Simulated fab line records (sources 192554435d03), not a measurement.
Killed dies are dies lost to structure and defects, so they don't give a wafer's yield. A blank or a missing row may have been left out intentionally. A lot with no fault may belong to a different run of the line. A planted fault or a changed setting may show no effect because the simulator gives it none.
Which of the tools did it? + flow n5 finfet + 12 lots, 36 wafers sampled, at 5 steps of a route of 1938

## WHAT THE GAUGES SHOWED, per wafer
N5_BEOL_M0_INSPECT_127: inspects for defects (darkfield).
| lot  | measured     | on                | raw defect count |
|------|--------------|-------------------|------------------|
| L075 | day 6 04:56  | defect inspect-01 | 37 47 47         |
| L077 | day 6 17:26  | defect inspect-01 | 53 39 43         |
| L079 | day 7 03:49  | defect inspect-02 | 52 61 59         |
| L081 | day 7 22:12  | defect inspect-02 | 106 85 86        |
| L083 | day 8 05:23  | defect inspect-01 | 83 101 89        |
| L086 | day 9 02:32  | defect inspect-02 | 89 132 120       |
| L087 | day 9 09:55  | defect inspect-01 | 43 59 71         |
| L089 | day 9 18:47  | defect inspect-01 | 29 50 40         |
| L091 | day 10 00:29 | defect inspect-01 | 70 40 95         |
| L093 | day 10 15:47 | defect inspect-02 | 74 67 94         |
| L095 | day 11 06:14 | defect inspect-02 | 75 56 107        |
| L096 | day 11 22:18 | defect inspect-02 | 74 66 114        |

## WHAT TOOL EACH LOT RAN ON (gives the tool, then ch and the chambers of the sampled wafers, and finally the start)
| lot  | N5_MOL_CONTACT_COAG_STRIP_72       | N5_BEOL_M0_SAQP_ALD_48           | N5_BEOL_M0_ANNEAL_117        | N5_BEOL_M0_CO_CAP_123            |
|------|------------------------------------|----------------------------------|------------------------------|----------------------------------|
| L075 | rie diel-02 ch 0,2,3, day 5 11:28  | ald sin-02 ch 0,2,3, day 5 21:27 | pvd sputter-03, day 6 03:31  | cvd co-01 ch 0,2, day 6 04:43    |
| L077 | rie diel-02 ch 0,3, day 6 00:34    | ald sin-02 ch 0,2, day 6 11:43   | pvd sputter-01, day 6 15:53  | cvd co-01 ch 0,1,2, day 6 17:13  |
| L079 | rie diel-06 ch 0,1,3, day 6 09:50  | ald sin-02 ch 1,2,3, day 6 20:53 | pvd sputter-01, day 7 02:26  | cvd co-02 ch 0,1,2, day 7 03:35  |
| L081 | rie diel-01 ch 0,1,2, day 7 01:10  | ald sin-02 ch 0,2, day 7 11:48   | pvd sputter-01, day 7 20:36  | cvd co-01 ch 0,1, day 7 21:59    |
| L083 | rie diel-06 ch 0,1, day 7 10:22    | ald sin-02 ch 1,2,3, day 7 23:16 | pvd sputter-02, day 8 03:57  | cvd co-02 ch 0,2, day 8 05:11    |
| L086 | rie diel-06 ch 0,2, day 8 04:04    | ald sin-03 ch 0,2,3, day 8 18:04 | pvd sputter-03, day 9 00:41  | cvd co-02 ch 0,1,2, day 9 02:18  |
| L087 | rie diel-01 ch 1,2, day 8 10:57    | ald sin-03 ch 2,3, day 9 00:49   | pvd sputter-02, day 9 08:20  | cvd co-02 ch 0,1,2, day 9 09:43  |
| L089 | rie diel-06 ch 0,3, day 9 00:47    | ald sin-02 ch 0,1,3, day 9 13:24 | pvd sputter-01, day 9 17:25  | cvd co-02 ch 0,2, day 9 18:35    |
| L091 | rie diel-02 ch 1,2,3, day 9 08:05  | ald sin-02 ch 0,2,3, day 9 18:14 | pvd sputter-03, day 9 22:44  | cvd co-01 ch 0,2, day 10 00:16   |
| L093 | rie diel-01 ch 0,1, day 9 21:08    | ald sin-03 ch 0,1, day 10 09:01  | pvd sputter-03, day 10 14:19 | cvd co-02 ch 0,1,2, day 10 15:34 |
| L095 | rie diel-06 ch 0,1,3, day 10 12:11 | ald sin-02 ch 1,3, day 10 23:59  | pvd sputter-02, day 11 04:37 | cvd co-01 ch 0,2, day 11 06:01   |
| L096 | rie diel-02 ch 0,3, day 11 00:34   | ald sin-04 ch 2,3, day 11 15:43  | pvd sputter-02, day 11 20:40 | cvd co-01 ch 0,1, day 11 22:05   |
- N5_MOL_CONTACT_COAG_STRIP_72: strips in N2/H2.
- N5_BEOL_M0_SAQP_ALD_48: deposits SiO2, target thk 20 nm, pulse time 1 s, co reactant pulse time 1 s.
- N5_BEOL_M0_ANNEAL_117: time 60 s.
- N5_BEOL_M0_CO_CAP_123: material Co, precursor CCTBA/H2, target thk 2 nm, time 102.1 s.

## THE ANSWER, worked out from the rows above alone
Rule: the usual values come from the lots themselves. The widest of any qualifying gaps counts: lots, ordered by their means at a reading, are off when they make up no more than a third of the lots, leave a main group of 4 or more, and stand apart from it by 3 or more times the standard deviation of that group's means. A main group is skipped when, at the precision printed for the reading in the tables above, its means are all equal. Also off: a lot with no number at a reading for which 4 or more lots have one. All remaining lots with rows at the step are treated as sound.
None of the lots is off at any reading shown; this tells nothing.

## WHAT THE SIMULATOR PUT IN
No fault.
